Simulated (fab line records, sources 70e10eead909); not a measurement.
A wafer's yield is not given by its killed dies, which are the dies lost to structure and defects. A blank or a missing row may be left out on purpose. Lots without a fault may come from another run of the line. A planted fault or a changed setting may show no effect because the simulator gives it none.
Chamber matching	flow nand-harc	NHARC_P_M1_DEP_33 on pecvd-04 has 3 sister chambers
The step deposits SiCN, target thk 30 nm. 6 wafers are shown with their chamber, then 11 later ones without.

## EACH WAFER AND ITS CHAMBER
wafer	chamber	heater-power-w (W)	rf-fwd-power-W (W)
L084.4	1	707	450.1
L084.5	0	590	450.5
L089.2	2	647	449.2
L089.3	0	550	448.6
L089.6	1	598	450.3
L091.2	2	659	447.9

## WAFERS WHOSE CHAMBER IS MISSING
wafer	heater-power-w (W)	rf-fwd-power-W (W)
L091.3	640	448.5
L091.4	659	447.6
L094.1	458	450.4
L094.4	476	450.9
L094.6	674	450.1
L095.2	629	449.8
L095.3	663	450.6
L095.6	621	449.6
L097.2	482	450.1
L097.3	704	449.5
L097.5	701	447.2

## WHICH CHAMBER EACH WENT THROUGH
wafer	from the rows above	in truth
L091.3	can't be placed: 2 or 1 or 0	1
L091.4	can't be placed: 2 or 1 or 0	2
L094.1	can't be placed: 0 or 1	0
L094.4	can't be placed: 0 or 1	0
L094.6	can't be placed: 1 or 2 or 0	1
L095.2	can't be placed: 1 or 0 or 2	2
L095.3	can't be placed: 1 or 2 or 0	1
L095.6	can't be placed: 1 or 0 or 2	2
L097.2	can't be placed: 0 or 1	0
L097.3	can't be placed: 1 or 2 or 0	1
L097.5	can't be placed: 2 or 1 or 0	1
0 of 11 placed correctly. Cannot be placed on the basis of these rows: 11; the candidates contain the true chamber in 11. Wrongly placed: 0.
How it was worked out, from the rows above alone: a wafer's distance from a chamber is the root of the sum, over the readings, of the square of ((its reading less the chamber's mean) divided by the reading's scatter). The wafer belongs to the nearest chamber; if the next one is less than 2 further off, it can't be placed. Each chamber's mean is taken over the wafers shown for it. The scatter is the square root of a quotient: the sum, over the shown wafers, of each reading's squared deviation from its chamber's mean, divided by wafers minus chambers.
